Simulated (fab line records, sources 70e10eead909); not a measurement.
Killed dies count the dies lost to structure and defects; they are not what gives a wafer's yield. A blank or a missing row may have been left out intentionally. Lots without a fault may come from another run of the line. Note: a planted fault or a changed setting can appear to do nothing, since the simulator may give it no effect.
fab line records | flow nand-harc | part 1 of 2: steps 1 to 4 of 6
record lots=22 | wafers=66 | last-day=25
route steps=1159 shown A_CONTACT@855
lots that met no fault: taken from a fault-free run of the same line
start-h: start of the lot's first displayed wafer, in hours after the record's first day | wait-h: hours since the lot's step before | " identical to the entry in the row above | L1.1+2: a row that stands for several wafers | - no value present, or no start provided | * or withheld: withheld | < > ~ a bound
route shown NAME@n: NAME is a module with steps in the file, n the number in the route of the first one | usual: mean/standard deviation taken from wafers without a fault | same: alike in all rows | chamber/n: place in a boat | sites: each site's reading | _std_site: how widely they spread, as a standard deviation | _edge_site: the outer-site mean with the inner-site mean subtracted | radius-mm: how far each site lies from the wafer's centre | mask NAME#n: copy n | behind: the most recent tool/chamber to have shaped the wafer | hold: the reason the lot was held/the length of the hold in hours/how it ended | device: the n, p or np transistor that did not switch | end of line: at the end of the route, the tests of the same wafers | for a step that has no rows: nothing shown but its recipe | killed: dies lost to structure and defects at the first sort, not the wafer's yield | map: shows each die of a wafer: x if killed, . if not, _ if none is there
set.NAME: setting as actually run; set.NAME@STEP: the setting as run at that earlier step | model.NAME: the simulator's own value behind a step, which no gauge read
route steps across a sampled set of lots; one table per step, one row per wafer
services: from which hour (start-h, from the record's first day; less than 0 if before it) a tool's chamber was out of use, for how many hours, and why
## steps
# step NHARC_A_CONTACT_OVL_MEAS_43
# usual overlay-x-nm=-0.2/0.7 | overlay-y-nm=0.0/1
lot.wafer | tool       | chamber | start-h | wait-h | overlay-x-nm | overlay-y-nm
L075.2    | overlay-02 | -       | 365.52  | -      | -0.9         | 1.0
L075.3    | "          | -       | "       | "      | -1.0         | 1.0
L075.6    | "          | -       | "       | "      | -0.6         | 0.4
L074.1    | overlay-02 | -       | 366.61  | -      | -0.8         | 0.1
L074.3    | "          | -       | "       | "      | -1.0         | -0.1
L074.6    | "          | -       | "       | "      | -0.8         | 0.5
L077.1    | overlay-01 | -       | 371.56  | -      | -0.3         | 0.1
L077.5    | "          | -       | "       | "      | -0.3         | -0.5
L077.6    | "          | -       | "       | "      | 0.0          | -0.1
L076.1    | overlay-01 | -       | 371.91  | -      | -0.3         | 1.4
L076.4    | "          | -       | "       | "      | -0.3         | 1.0
L076.5    | "          | -       | "       | "      | -0.1         | 1.0
L079.1    | overlay-02 | -       | 388.26  | -      | -0.4         | 0.1
L079.4    | "          | -       | "       | "      | -0.3         | -0.2
L079.6    | "          | -       | "       | "      | -0.4         | -0.3
L078.1    | overlay-01 | -       | 388.54  | -      | 1.2          | 1.0
L078.4    | "          | -       | "       | "      | 1.5          | 0.6
L078.6    | "          | -       | "       | "      | 1.8          | 0.2
L081.1    | overlay-01 | -       | 412.85  | -      | -0.4         | 0.4
L081.3    | "          | -       | "       | "      | 0.0          | 0.0
L081.4    | "          | -       | "       | "      | -0.4         | 0.4
L085.3    | overlay-01 | -       | 427.47  | -      | 1.0          | 0.8
L085.4    | "          | -       | "       | "      | 1.4          | 0.1
L085.5    | "          | -       | "       | "      | 0.6          | 0.3
L084.3    | overlay-01 | -       | 433.40  | -      | -0.3         | 0.6
L084.5    | "          | -       | "       | "      | -0.3         | 0.8
L084.6    | "          | -       | "       | "      | -0.2         | 0.9
L082.1    | overlay-02 | -       | 434.27  | -      | 0.1          | 0.3
L082.2    | "          | -       | "       | "      | 0.1          | 0.0
L082.4    | "          | -       | "       | "      | -0.2         | -0.1
L083.1    | overlay-02 | -       | 439.32  | -      | -0.4         | 2.1
L083.3    | "          | -       | "       | "      | -1.2         | 1.9
L083.6    | "          | -       | "       | "      | -0.3         | 2.1
L087.1    | overlay-02 | -       | 446.58  | -      | -1.1         | 0.5
L087.2    | "          | -       | "       | "      | -0.7         | 1.0
L087.6    | "          | -       | "       | "      | -0.3         | 0.8
L086.1    | overlay-01 | -       | 451.90  | -      | -1.0         | 0.4
L086.4    | "          | -       | "       | "      | -0.5         | 0.6
L086.6    | "          | -       | "       | "      | -0.9         | 0.6
L089.1    | overlay-01 | -       | 452.35  | -      | 0.5          | -0.1
L089.2    | "          | -       | "       | "      | 0.2          | -0.6
L089.5    | "          | -       | "       | "      | -0.3         | -0.4
L090.1    | overlay-01 | -       | 462.24  | -      | 0.0          | 1.6
L090.2    | "          | -       | "       | "      | 0.5          | 1.1
L090.4    | "          | -       | "       | "      | 0.0          | 1.9
L092.1    | overlay-02 | -       | 464.99  | -      | 0.0          | -2.1
L092.5    | "          | -       | "       | "      | 0.3          | -2.7
L092.6    | "          | -       | "       | "      | 0.1          | -2.2
L091.1    | overlay-01 | -       | 466.37  | -      | 0.6          | -1.8
L091.3    | "          | -       | "       | "      | 0.0          | -1.6
L091.4    | "          | -       | "       | "      | 0.5          | -1.5
L094.3    | overlay-02 | -       | 477.70  | -      | -1.3         | -0.5
L094.4    | "          | -       | "       | "      | -0.8         | -1.1
L094.6    | "          | -       | "       | "      | -0.6         | -1.1
L093.1    | overlay-02 | -       | 483.11  | -      | 0.6          | 0.6
L093.2    | "          | -       | "       | "      | -0.1         | 0.1
L093.3    | "          | -       | "       | "      | 0.7          | 0.6
L096.2    | overlay-01 | -       | 496.91  | -      | -0.6         | -1.1
L096.4    | "          | -       | "       | "      | 0.1          | -1.2
L096.5    | "          | -       | "       | "      | 0.5          | -1.1
L095.1    | overlay-02 | -       | 499.05  | -      | 0.2          | -1.9
L095.2    | "          | -       | "       | "      | -0.6         | -2.3
L095.6    | "          | -       | "       | "      | 0.4          | -2.1
L097.1    | overlay-02 | -       | 509.80  | -      | -1.5         | -0.4
L097.3    | "          | -       | "       | "      | -1.4         | 0.4
L097.6    | "          | -       | "       | "      | -1.2         | 0.0
# step NHARC_A_CONTACT_ETCH_48
# recipe target-depth-a=390 | over-etch-frac=0.3 | time-s=65 | ion-energy-ev=80 | cf4-flow-sccm=150 | ar-flow-sccm=0 | rf-w=300 | bias-w=100 | chemistry=CF4
# usual drypump-motor-current-A=5.8/0.44 | mfc-ar-sccm=0.004/0.0084 | oes-product-au=1.002/0.0082 | rf-fwd-power-W=298.0/0.89 | rf-vpp-V=151.3/1.3 | showerhead-plenum-p-Torr=1.78/0.083 | throttle-valve-pct=13.283/0.0092
lot.wafer | tool        | chamber | start-h | wait-h | drypump-motor-current-A | mfc-ar-sccm | oes-product-au | rf-fwd-power-W | rf-hours-counter-h | rf-vpp-V | showerhead-plenum-p-Torr | throttle-valve-pct
L075.3    | rie-diel-04 | 0       | 365.72  | 0.1    | 5.8                     | 0.002       | 1.012          | 298.8          | 12                 | 151.7    | 1.80                     | 13.293
L075.2    | "           | 1       | "       | "      | 5.5                     | 0.004       | 1.009          | 299.0          | 13                 | 151.8    | 1.88                     | 13.284
L075.6    | "           | 3       | "       | "      | 5.1                     | 0           | 1.000          | 297.2          | -                  | 150.9    | 1.69                     | 13.288
L074.1    | rie-diel-04 | 2       | 366.80  | 0.1    | 5.8                     | 0           | 0.990          | 297.8          | 14                 | 150.8    | 1.75                     | 13.285
L074.3    | "           | 3       | "       | "      | 5.1                     | 0           | 1.004          | 297.4          | 13                 | 149.4    | 1.69                     | 13.283
L074.6    | "           | 1       | "       | "      | 5.5                     | 0.004       | 1.004          | 299.6          | -                  | 152.7    | 1.88                     | 13.280
L077.1    | rie-diel-04 | 2       | 371.75  | 0.1    | 5.8                     | 0           | 0.996          | 297.1          | 15                 | 149.7    | 1.75                     | 13.295
L077.5    | "           | 2       | "       | "      | 5.8                     | 0           | 0.989          | 297.6          | -                  | 150.2    | 1.74                     | 13.266
L077.6    | "           | 3       | "       | "      | 5.1                     | 0           | 0.998          | 297.8          | -                  | 149.0    | 1.69                     | 13.282
L076.4    | rie-diel-13 | 0       | 372.16  | 0.1    | 5.6                     | 0           | 1.008          | 297.9          | 33                 | 150.8    | 1.78                     | 13.295
L076.1    | "           | 1       | "       | "      | 5.3                     | 0           | 1.006          | 297.3          | 35                 | 150.4    | 1.67                     | 13.269
L076.5    | "           | 0       | "       | "      | 5.7                     | 0           | 0.998          | 298.5          | -                  | 152.7    | 1.78                     | 13.286
L079.4    | rie-diel-13 | 3       | 388.52  | 0.1    | 5.4                     | 0           | 1.003          | 298.8          | 43                 | 150.0    | 1.64                     | 13.266
L079.1    | "           | 1       | "       | "      | 5.3                     | 0           | 1.009          | 297.4          | 41                 | 149.5    | 1.67                     | 13.277
L079.6    | "           | 2       | "       | "      | 6.5                     | 0.011       | 1.010          | 296.8          | -                  | 152.5    | 1.90                     | 13.289
L078.4    | rie-diel-04 | 0       | 388.75  | 0.1    | 5.9                     | 0.002       | 1.006          | 298.8          | 18                 | 151.6    | 1.80                     | 13.281
L078.1    | "           | 3       | "       | "      | 5.1                     | 0           | 1.000          | 298.5          | 18                 | 151.1    | 1.68                     | 13.273
L078.6    | "           | 1       | "       | "      | 5.4                     | 0.004       | 0.996          | 297.8          | -                  | 152.9    | 1.88                     | 13.286
L081.1    | rie-diel-04 | 3       | 413.03  | 0.1    | 5.1                     | 0           | 0.994          | 299.4          | 21                 | 149.8    | 1.68                     | 13.285
L081.3    | "           | 1       | "       | "      | 5.5                     | 0.004       | 1.006          | 297.1          | 21                 | 152.3    | 1.87                     | 13.270
L081.4    | "           | 2       | "       | "      | 5.8                     | 0           | 1.007          | 296.7          | 22                 | 151.7    | 1.74                     | 13.277
L085.4    | rie-diel-13 | 3       | 427.66  | 0.1    | 5.4                     | 0           | 1.009          | 299.5          | 56                 | 148.2    | 1.64                     | 13.297
L085.3    | "           | 1       | "       | "      | 5.3                     | 0           | 1.009          | 297.2          | 56                 | 149.5    | 1.67                     | 13.302
L085.5    | "           | 2       | "       | "      | 6.5                     | 0.011       | 1.003          | 297.1          | -                  | 153.3    | 1.89                     | 13.288
L084.3    | rie-diel-06 | 0       | 433.60  | 0.1    | 5.9                     | 0           | 1.002          | 299.1          | 4                  | 150.5    | 1.79                     | 13.282
L084.6    | "           | 2       | "       | "      | 6.4                     | 0.002       | 0.996          | 297.8          | -                  | 152.0    | 1.79                     | 13.278
L084.5    | "           | 3       | "       | "      | 6.3                     | 0.033       | 1.004          | 297.7          | -                  | 153.9    | 1.91                     | 13.279
L082.2    | rie-diel-04 | 1       | 434.46  | 0.1    | 5.5                     | 0.004       | 1.007          | 297.6          | 25                 | 152.9    | 1.87                     | 13.292
L082.1    | "           | 3       | "       | "      | 5.1                     | 0           | 0.990          | 297.9          | 25                 | 151.3    | 1.68                     | 13.291
L082.4    | "           | 0       | "       | "      | 5.8                     | 0.002       | 1.015          | 299.3          | 25                 | 151.5    | 1.80                     | 13.291
L083.3    | rie-diel-04 | 0       | 439.53  | 0.1    | 5.8                     | 0.002       | 1.021          | 298.2          | 26                 | 150.4    | 1.80                     | 13.284
L083.1    | "           | 1       | "       | "      | 5.5                     | 0.004       | 1.007          | 296.6          | 26                 | 151.8    | 1.87                     | 13.282
L083.6    | "           | 2       | "       | "      | 5.8                     | 0           | 1.000          | 297.5          | -                  | 150.1    | 1.74                     | 13.286
L087.2    | rie-diel-13 | 3       | 446.78  | 0.1    | 5.4                     | 0           | 0.993          | 296.7          | 63                 | 149.6    | 1.64                     | 13.286
L087.1    | "           | 0       | "       | "      | 5.7                     | 0           | 1.015          | 299.9          | 60                 | 150.9    | 1.78                     | 13.289
L087.6    | "           | 0       | "       | "      | 5.7                     | 0           | 1.009          | 298.2          | -                  | 153.2    | 1.78                     | 13.284
L086.1    | rie-diel-13 | 0       | 452.11  | 0.1    | 5.6                     | 0           | 1.005          | 298.2          | 63                 | 150.7    | 1.78                     | 13.277
L086.4    | "           | 3       | "       | "      | 5.4                     | 0           | 0.997          | 298.0          | -                  | 149.1    | 1.63                     | 13.283
L086.6    | "           | 1       | "       | "      | 5.3                     | 0           | 1.009          | 296.9          | -                  | 149.5    | 1.67                     | 13.285
L089.2    | rie-diel-06 | 1       | 452.54  | 0.1    | 6.5                     | 0.002       | 1.003          | 298.4          | 11                 | 153.0    | 1.83                     | 13.295
L089.1    | "           | 0       | "       | "      | 5.9                     | 0           | 1.008          | 299.1          | 10                 | 151.0    | 1.79                     | 13.279
L089.5    | "           | 3       | "       | "      | 6.3                     | 0.033       | 0.996          | 297.6          | -                  | 152.8    | 1.91                     | 13.274
L090.1    | rie-diel-13 | 3       | 462.42  | 0.1    | 5.4                     | 0           | 1.005          | 297.9          | 0                  | 152.7    | 1.91                     | 13.275
L090.4    | "           | 0       | "       | "      | 5.7                     | 0           | 1.018          | 297.8          | 0                  | 151.1    | 1.78                     | 13.286
L090.2    | "           | 2       | "       | "      | 6.6                     | 0.011       | 1.015          | 297.8          | 0                  | 152.7    | 1.89                     | 13.281
L092.1    | rie-diel-04 | 3       | 465.19  | 0.1    | 5.1                     | 0           | 0.996          | 297.7          | 32                 | 149.9    | 1.68                     | 13.272
L092.5    | "           | 0       | "       | "      | 5.8                     | 0.002       | 1.006          | 297.4          | -                  | 152.0    | 1.80                     | 13.290
L092.6    | "           | 1       | "       | "      | 5.5                     | 0.004       | 0.999          | 297.2          | -                  | 153.3    | 1.87                     | 13.269
L091.4    | rie-diel-06 | 1       | 466.65  | 0.1    | 6.6                     | 0.002       | 0.990          | 298.1          | 19                 | 151.8    | 1.83                     | 13.281
L091.1    | "           | 3       | "       | "      | 6.2                     | 0.033       | 0.992          | 298.3          | 17                 | 152.5    | 1.90                     | 13.288
L091.3    | "           | 0       | "       | "      | 5.9                     | 0           | 1.007          | 298.2          | 18                 | 152.9    | 1.79                     | 13.269
L094.3    | rie-diel-04 | 1       | 477.88  | 0.1    | 5.4                     | 0.004       | 1.011          | 299.1          | 0                  | 152.3    | 1.87                     | 13.291
L094.4    | "           | 2       | "       | "      | 5.8                     | 0           | 0.996          | 298.3          | 0                  | 150.9    | 1.74                     | 13.300
L094.6    | "           | 2       | "       | "      | 5.8                     | 0           | 0.999          | 297.6          | -                  | 150.0    | 1.74                     | 13.282
L093.2    | rie-diel-06 | 0       | 483.29  | 0.1    | 5.9                     | 0           | 1.019          | 297.8          | 23                 | 152.4    | 1.79                     | 13.288
L093.3    | "           | 2       | "       | "      | 6.4                     | 0.002       | 0.997          | 298.9          | 20                 | 152.4    | 1.78                     | 13.294
L093.1    | "           | 3       | "       | "      | 6.3                     | 0.033       | 1.002          | 296.9          | 22                 | 151.9    | 1.90                     | 13.299
L096.4    | rie-diel-04 | 0       | 497.15  | 0.1    | 5.9                     | 0.002       | 1.005          | 300.4          | 3                  | 152.9    | 1.79                     | 13.284
L096.2    | "           | 1       | "       | "      | 5.5                     | 0.004       | 1.006          | 298.1          | 3                  | 152.6    | 1.87                     | 13.288
L096.5    | "           | 3       | "       | "      | 5.1                     | 0           | 0.990          | 299.4          | -                  | 149.5    | 1.68                     | 13.273
L095.1    | rie-diel-06 | 3       | 499.24  | 0.1    | 6.3                     | 0.033       | 0.994          | 298.2          | 30                 | 152.5    | 1.90                     | 13.271
L095.2    | "           | 0       | "       | "      | 5.9                     | 0           | 1.014          | 300.5          | 31                 | 149.8    | 1.78                     | 13.286
L095.6    | "           | 0       | "       | "      | 5.9                     | 0           | 1.022          | 297.9          | -                  | 151.9    | 1.78                     | 13.276
L097.1    | rie-diel-04 | 3       | 510.03  | 0.1    | 5.1                     | 0           | 0.987          | 298.7          | 6                  | 149.3    | 1.68                     | 13.292
L097.3    | "           | 0       | "       | "      | 5.9                     | 0.002       | 0.995          | 297.6          | 5                  | 151.6    | 1.79                     | 13.291
L097.6    | "           | 2       | "       | "      | 5.8                     | 0           | 0.988          | 297.3          | -                  | 152.1    | 1.74                     | 13.277
# step NHARC_A_CONTACT_ETCH_123
# recipe source-w=withheld | pressure-mtorr=20 | bias-v=400 | time-s=253 | target-depth-a=10900 | ar-flow-sccm=withheld | c4f8-flow-sccm=11.5 | o2-flow-sccm=7.2 | chemistry=C4F8/O2/Ar
lot.wafer | tool            | chamber | start-h | wait-h | rf-hours-counter-h
L075.2    | har-cap-etch-03 | 0       | 368.07  | 0.1    | 88
L075.3    | "               | 1       | "       | "      | -
L075.6    | "               | 0       | "       | "      | -
L074.1    | har-cap-etch-02 | 0       | 369.22  | 0.1    | 9
L074.3    | "               | 0       | "       | "      | -
L074.6    | "               | 0       | "       | "      | -
L077.1    | har-cap-etch-02 | 1       | 374.18  | 0.1    | 10
L077.6    | "               | 0       | "       | "      | -
L077.5    | "               | 1       | "       | "      | -
L076.1    | har-cap-etch-01 | 1       | 374.64  | 0.1    | 47
L076.4    | "               | 0       | "       | "      | -
L076.5    | "               | 0       | "       | "      | -
L079.1    | har-cap-etch-01 | 1       | 390.88  | 0.1    | 52
L079.4    | "               | 1       | "       | "      | -
L079.6    | "               | 1       | "       | "      | -
L078.1    | har-cap-etch-03 | 0       | 391.35  | 0.1    | 94
L078.4    | "               | 1       | "       | "      | -
L078.6    | "               | 1       | "       | "      | -
L081.1    | har-cap-etch-01 | 1       | 415.46  | 0.1    | 55
L081.4    | "               | 0       | "       | "      | -
L081.3    | "               | 1       | "       | "      | -
L085.3    | har-cap-etch-03 | 1       | 430.15  | 0.2    | -
L085.4    | "               | 0       | "       | "      | -
L085.5    | "               | 0       | "       | "      | -
L084.3    | har-cap-etch-03 | 0       | 436.51  | 0.2    | -
L084.5    | "               | 0       | "       | "      | -
L084.6    | "               | 1       | "       | "      | -
L082.2    | har-cap-etch-02 | 0       | 436.86  | 0.1    | 19
L082.1    | "               | 1       | "       | "      | 19
L082.4    | "               | 1       | "       | "      | -
L083.1    | har-cap-etch-03 | 1       | 442.36  | 0.2    | 100
L083.3    | "               | 0       | "       | "      | -
L083.6    | "               | 0       | "       | "      | -
L087.1    | har-cap-etch-02 | 1       | 449.38  | 0.1    | 21
L087.2    | "               | 0       | "       | "      | 21
L087.6    | "               | 0       | "       | "      | -
L086.1    | har-cap-etch-02 | 1       | 454.76  | 0.1    | 23
L086.4    | "               | 1       | "       | "      | -
L086.6    | "               | 1       | "       | "      | -
L089.1    | har-cap-etch-03 | 1       | 455.91  | 0.1    | 102
L089.2    | "               | 0       | "       | "      | 102
L089.5    | "               | 0       | "       | "      | -
L090.2    | har-cap-etch-03 | 1       | 465.27  | 0.1    | 105
L090.1    | "               | 0       | "       | "      | 105
L090.4    | "               | 1       | "       | "      | -
L092.1    | har-cap-etch-02 | 1       | 467.76  | 0.1    | 27
L092.5    | "               | 1       | "       | "      | -
L092.6    | "               | 0       | "       | "      | -
L091.1    | har-cap-etch-03 | 1       | 469.59  | 0.2    | 106
L091.3    | "               | 0       | "       | "      | -
L091.4    | "               | 1       | "       | "      | -
L094.3    | har-cap-etch-03 | 0       | 480.37  | 0.2    | -
L094.4    | "               | 1       | "       | "      | -
L094.6    | "               | 0       | "       | "      | -
L093.1    | har-cap-etch-03 | 0       | 485.68  | 0.1    | 110
L093.2    | "               | 1       | "       | "      | 110
L093.3    | "               | 1       | "       | "      | -
L096.2    | har-cap-etch-02 | 1       | 499.63  | 0.1    | 32
L096.4    | "               | 1       | "       | "      | -
L096.5    | "               | 0       | "       | "      | -
L095.2    | har-cap-etch-03 | 0       | 501.69  | 0.1    | 112
L095.1    | "               | 1       | "       | "      | 112
L095.6    | "               | 1       | "       | "      | -
L097.1    | har-cap-etch-01 | 1       | 512.38  | 0.1    | 73
L097.3    | "               | 1       | "       | "      | -
L097.6    | "               | 1       | "       | "      | -
# step NHARC_A_CONTACT_ETCH_90
# recipe target-depth-a=400 | over-etch-frac=0.5 | time-s=85.7 | ion-energy-ev=120 | ch3f-flow-sccm=50 | o2-flow-sccm=30 | ar-flow-sccm=200 | rf-w=500 | bias-w=100 | chemistry=CH3F/O2
# usual drypump-motor-current-A=5.8/0.44 | mfc-ar-sccm=200.0/0.64 | oes-product-au=0.96/0.037 | rf-fwd-power-W=497.2/1.7 | rf-vpp-V=244.7/1.8 | showerhead-plenum-p-Torr=2.49/0.12 | throttle-valve-pct=20.664/0.0086
lot.wafer | tool        | chamber | start-h | wait-h | drypump-motor-current-A | mfc-ar-sccm | oes-product-au | rf-fwd-power-W | rf-hours-counter-h | rf-vpp-V | showerhead-plenum-p-Torr | throttle-valve-pct
L075.3    | rie-diel-04 | 2       | 368.69  | 0.4    | 5.8                     | 199.8       | 0.92           | 495.1          | 14                 | 242.9    | 2.42                     | 20.669
L075.2    | "           | 3       | "       | "      | 5.1                     | 199.6       | 0.92           | 498.6          | 14                 | 243.5    | 2.34                     | 20.672
L075.6    | "           | 1       | "       | "      | 5.4                     | 199.0       | 0.92           | 497.8          | -                  | 245.8    | 2.61                     | 20.681
L074.1    | rie-diel-13 | 2       | 369.78  | 0.5    | 6.5                     | 200.2       | 0.90           | 492.2          | 36                 | 248.0    | 2.65                     | 20.656
L074.3    | "           | 3       | "       | "      | 5.4                     | 200.5       | 0.91           | 495.4          | 36                 | 240.1    | 2.28                     | 20.661
L074.6    | "           | 2       | "       | "      | 6.5                     | 199.4       | 0.93           | 494.5          | -                  | 247.6    | 2.65                     | 20.671
L077.1    | rie-diel-04 | 3       | 374.76  | 0.5    | 5.1                     | 199.7       | 0.94           | 498.7          | 16                 | 242.0    | 2.34                     | 20.659
L077.5    | "           | 1       | "       | "      | 5.4                     | 199.9       | 0.92           | 498.7          | -                  | 246.2    | 2.61                     | 20.649
L077.6    | "           | 2       | "       | "      | 5.8                     | 200.9       | 0.92           | 500.5          | -                  | 243.7    | 2.42                     | 20.663
L076.4    | rie-diel-04 | 2       | 375.24  | 0.4    | 5.8                     | 200.1       | 0.98           | 498.8          | 16                 | 243.5    | 2.42                     | 20.668
L076.1    | "           | 0       | "       | "      | 5.8                     | 200.6       | 1.01           | 496.9          | 15                 | 244.6    | 2.50                     | 20.659
L076.5    | "           | 3       | "       | "      | 5.1                     | 198.7       | 0.99           | 498.7          | -                  | 243.8    | 2.34                     | 20.660
L079.1    | rie-diel-04 | 1       | 391.48  | 0.5    | 5.5                     | 200.1       | 1.00           | 499.4          | 19                 | 246.2    | 2.61                     | 20.664
L079.4    | "           | 2       | "       | "      | 5.8                     | 199.9       | 0.99           | 496.8          | 20                 | 244.1    | 2.42                     | 20.668
L079.6    | "           | 2       | "       | "      | 5.8                     | 200.9       | 0.99           | 497.2          | -                  | 241.7    | 2.42                     | 20.653
L078.1    | rie-diel-06 | 2       | 391.94  | 0.5    | 6.4                     | 199.7       | 0.91           | 498.7          | 56                 | 246.0    | 2.49                     | 20.673
L078.4    | "           | 1       | "       | "      | 6.5                     | 200.7       | 0.91           | 497.3          | 55                 | 245.5    | 2.56                     | 20.659
L078.6    | "           | 3       | "       | "      | 6.3                     | 200.0       | 0.93           | 501.8          | -                  | 242.1    | 2.27                     | 20.657
L081.4    | rie-diel-06 | 3       | 416.02  | 0.5    | 6.3                     | 200.2       | 0.93           | 497.7          | 54                 | 241.6    | 2.27                     | 20.679
L081.1    | "           | 0       | "       | "      | 5.9                     | 200.0       | 0.92           | 497.7          | 64                 | 243.6    | 2.49                     | 20.665
L081.3    | "           | 1       | "       | "      | 6.6                     | 200.2       | 0.93           | 495.3          | 62                 | 244.3    | 2.55                     | 20.660
L085.3    | rie-diel-04 | 1       | 430.66  | 0.5    | 5.5                     | 199.8       | 1.00           | 497.8          | 25                 | 245.0    | 2.61                     | 20.653
L085.4    | "           | 2       | "       | "      | 5.9                     | 199.5       | 1.00           | 497.9          | 25                 | 243.9    | 2.42                     | 20.652
L085.5    | "           | 1       | "       | "      | 5.5                     | 199.2       | 1.00           | 496.5          | -                  | 246.7    | 2.61                     | 20.666
L084.3    | rie-diel-06 | 3       | 437.08  | 0.5    | 6.2                     | 200.3       | 0.92           | 497.9          | 4                  | 247.3    | 2.66                     | 20.670
L084.5    | "           | 3       | "       | "      | 6.3                     | 200.5       | 0.93           | 497.7          | -                  | 249.2    | 2.66                     | 20.668
L084.6    | "           | 0       | "       | "      | 5.9                     | 199.6       | 0.94           | 499.4          | -                  | 244.3    | 2.49                     | 20.663
L082.4    | rie-diel-04 | 0       | 437.46  | 0.4    | 5.8                     | 200.9       | 0.92           | 500.2          | 26                 | 244.2    | 2.50                     | 20.657
L082.1    | "           | 1       | "       | "      | 5.4                     | 199.0       | 0.92           | 495.4          | 26                 | 246.9    | 2.61                     | 20.658
L082.2    | "           | 3       | "       | "      | 5.1                     | 199.6       | 0.91           | 495.4          | 26                 | 242.5    | 2.33                     | 20.678
L083.1    | rie-diel-13 | 0       | 443.03  | 0.6    | 5.6                     | 200.6       | 0.93           | 498.0          | 59                 | 244.7    | 2.47                     | 20.677
L083.3    | "           | 1       | "       | "      | 5.3                     | 198.8       | 0.93           | 496.1          | 63                 | 241.9    | 2.31                     | 20.663
L083.6    | "           | 2       | "       | "      | 6.5                     | 200.3       | 0.94           | 493.2          | -                  | 247.0    | 2.63                     | 20.652
L087.2    | rie-diel-04 | 3       | 449.98  | 0.5    | 5.1                     | 199.3       | 0.99           | 497.1          | 28                 | 242.2    | 2.33                     | 20.645
L087.1    | "           | 0       | "       | "      | 5.8                     | 200.2       | 1.01           | 499.6          | 27                 | 245.0    | 2.50                     | 20.661
L087.6    | "           | 0       | "       | "      | 5.8                     | 199.3       | 1.01           | 498.7          | -                  | 244.7    | 2.50                     | 20.655
L086.4    | rie-diel-04 | 0       | 455.30  | 0.4    | 5.9                     | 199.2       | 1.01           | 499.2          | 29                 | 244.2    | 2.50                     | 20.660
L086.1    | "           | 2       | "       | "      | 5.8                     | 200.9       | 1.00           | 496.1          | 30                 | 245.4    | 2.42                     | 20.653
L086.6    | "           | 1       | "       | "      | 5.5                     | 200.2       | 1.00           | 496.4          | -                  | 246.5    | 2.61                     | 20.675
L089.1    | rie-diel-04 | 3       | 456.64  | 0.7    | 5.1                     | 200.3       | 0.99           | 495.6          | 29                 | 242.4    | 2.33                     | 20.678
L089.2    | "           | 0       | "       | "      | 5.9                     | 199.3       | 1.01           | 496.5          | 29                 | 244.9    | 2.50                     | 20.655
L089.5    | "           | 2       | "       | "      | 5.8                     | 200.6       | 0.99           | 497.3          | -                  | 245.4    | 2.42                     | 20.662
L090.2    | rie-diel-13 | 0       | 465.98  | 0.6    | 5.7                     | 200.3       | 0.93           | 495.5          | 1                  | 244.9    | 2.47                     | 20.661
L090.1    | "           | 1       | "       | "      | 5.3                     | 200.0       | 0.93           | 495.8          | 1                  | 243.5    | 2.31                     | 20.653
L090.4    | "           | 3       | "       | "      | 5.4                     | 200.0       | 0.92           | 499.2          | 2                  | 245.3    | 2.66                     | 20.657
L092.1    | rie-diel-06 | 2       | 468.37  | 0.6    | 6.4                     | 201.2       | 1.00           | 496.5          | 16                 | 245.0    | 2.48                     | 20.665
L092.5    | "           | 1       | "       | "      | 6.5                     | 199.6       | 1.00           | 497.1          | -                  | 247.3    | 2.55                     | 20.666
L092.6    | "           | 2       | "       | "      | 6.4                     | 201.0       | 1.00           | 495.1          | -                  | 243.9    | 2.48                     | 20.677
L091.4    | rie-diel-13 | 0       | 470.23  | 0.4    | 5.6                     | 201.0       | 1.00           | 495.6          | 3                  | 244.8    | 2.47                     | 20.672
L091.1    | "           | 1       | "       | "      | 5.3                     | 201.0       | 1.01           | 497.8          | 3                  | 242.7    | 2.31                     | 20.648
L091.3    | "           | 3       | "       | "      | 5.4                     | 199.9       | 1.00           | 497.9          | 3                  | 246.9    | 2.66                     | 20.659
L094.4    | rie-diel-13 | 0       | 480.90  | 0.4    | 5.6                     | 200.6       | 1.00           | 496.7          | 8                  | 243.4    | 2.47                     | 20.663
L094.3    | "           | 1       | "       | "      | 5.3                     | 200.2       | 1.00           | 498.0          | 8                  | 242.0    | 2.31                     | 20.658
L094.6    | "           | 3       | "       | "      | 5.4                     | 200.1       | 0.99           | 500.4          | -                  | 247.0    | 2.66                     | 20.657
L093.2    | rie-diel-06 | 2       | 486.27  | 0.5    | 6.4                     | 200.5       | 0.92           | 498.8          | 21                 | 243.8    | 2.48                     | 20.660
L093.1    | "           | 3       | "       | "      | 6.3                     | 200.0       | 0.92           | 499.1          | 23                 | 246.6    | 2.65                     | 20.669
L093.3    | "           | 1       | "       | "      | 6.5                     | 199.4       | 0.94           | 492.8          | 25                 | 246.2    | 2.54                     | 20.654
L096.2    | rie-diel-04 | 3       | 500.22  | 0.5    | 5.1                     | 199.9       | 0.91           | 497.6          | 4                  | 242.3    | 2.33                     | 20.675
L096.4    | "           | 0       | "       | "      | 5.8                     | 198.8       | 0.93           | 496.2          | 4                  | 245.2    | 2.50                     | 20.666
L096.5    | "           | 2       | "       | "      | 5.8                     | 199.8       | 0.93           | 497.5          | -                  | 243.5    | 2.42                     | 20.679
L095.2    | rie-diel-04 | 1       | 502.31  | 0.6    | 5.4                     | 199.8       | 1.00           | 497.1          | 4                  | 245.7    | 2.60                     | 20.658
L095.1    | "           | 2       | "       | "      | 5.8                     | 198.6       | 0.99           | 495.8          | 5                  | 244.0    | 2.41                     | 20.660
L095.6    | "           | 1       | "       | "      | 5.4                     | 200.0       | 1.01           | 497.9          | -                  | 246.9    | 2.60                     | 20.670
L097.1    | rie-diel-13 | 3       | 513.00  | 0.6    | 5.4                     | 200.6       | 0.98           | 494.5          | 21                 | 246.8    | 2.65                     | 20.672
L097.3    | "           | 0       | "       | "      | 5.6                     | 199.8       | 0.99           | 496.2          | 20                 | 244.4    | 2.46                     | 20.665
L097.6    | "           | 2       | "       | "      | 6.5                     | 199.3       | 1.00           | 494.7          | -                  | 246.4    | 2.62                     | 20.667
